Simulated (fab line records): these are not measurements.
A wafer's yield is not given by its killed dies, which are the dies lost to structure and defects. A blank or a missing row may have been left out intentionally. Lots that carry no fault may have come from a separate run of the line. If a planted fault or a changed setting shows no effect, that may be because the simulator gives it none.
Chamber matching ; flow nand_harc ; rie_diel-10 running NHARC_A_BLC_STRIP_21: 4 sister chambers
The step strips in O2. 24 wafers are shown with their chamber, then 12 later ones without.

## WAFERS PAIRED WITH THEIR CHAMBERS
wafer;chamber;drypump_motor_current_A (A);oes_product_au (a.u.);rf_vpp_V (V)
L075.2;0;5.7;1.013;56.5
L075.4;1;5.7;0.993;57.4
L075.5;3;5.4;1.000;58.0
L077.2;3;5.4;0.993;59.6
L077.4;2;5.0;0.977;57.5
L077.6;3;5.4;1.003;58.1
L081.2;0;5.7;1.018;56.7
L081.4;1;5.6;0.999;58.8
L081.5;0;5.7;1.010;59.0
L078.1;2;5.0;0.988;57.7
L078.2;1;5.6;0.998;57.0
L078.4;0;5.7;1.015;56.7
L079.1;2;5.0;0.984;57.9
L079.3;1;5.6;0.990;56.6
L079.6;3;5.4;1.000;57.1
L084.1;1;5.7;0.993;57.6
L084.2;2;5.0;0.994;57.7
L084.6;1;5.7;0.988;59.1
L083.2;3;5.4;0.996;58.3
L083.3;1;5.7;0.993;58.3
L083.4;0;5.7;1.007;56.7
L091.1;1;5.6;0.978;56.8
L091.3;3;5.4;0.993;57.8
L091.5;1;5.7;0.981;56.4

SIGNATURES (means of the wafers above)
reading;chamber 0;chamber 1;chamber 2;chamber 3;scatter within a chamber
drypump_motor_current_A;5.700;5.656;5.000;5.400;0.0333
oes_product_au;1.01260;0.99033;0.98575;0.99750;0.00596
rf_vpp_V;57.120;57.556;57.700;58.150;0.882
Rule: distance of a wafer from a chamber = root of the sum over the readings of ((wafer's reading minus chamber's mean) / reading's scatter) squared. If the next closest chamber is less than 2 further off than the closest, the wafer can't be placed; otherwise it belongs to the closest. How the scatter is found: for the shown wafers, subtract from each reading the mean of its chamber, square and add these, divide the total by (wafers less chambers), then take the root.

## WAFERS MISSING THEIR CHAMBER
wafer;drypump_motor_current_A (A);oes_product_au (a.u.);rf_vpp_V (V)
L086.1;5.4;0.983;59.0
L086.2;5.7;0.994;58.0
L086.4;5.0;0.979;57.9
L089.2;5.7;1.005;57.6
L089.4;5.4;0.997;58.0
L089.6;5.4;0.998;57.7
L096.1;5.7;0.998;56.9
L096.5;5.6;1.001;58.2
L096.6;5.7;1.001;56.8
L093.2;5.4;0.989;58.1
L093.3;5.6;0.999;57.6
L093.5;5.4;0.991;57.1

## WHICH CHAMBER EACH WENT THROUGH
wafer;from the rows above;in truth
L086.1;3;3
L086.2;can't be placed: 1 or 0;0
L086.4;2;2
L089.2;can't be placed: 0 or 1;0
L089.4;3;3
L089.6;3;3
L096.1;can't be placed: 1 or 0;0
L096.5;can't be placed: 1 or 0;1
L096.6;can't be placed: 0 or 1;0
L093.2;3;3
L093.3;can't be placed: 1 or 0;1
L093.5;3;3
6 of 12 placed correctly. These rows do not allow placing 6 (true chamber among the candidates in 6). Number placed wrongly: 0.
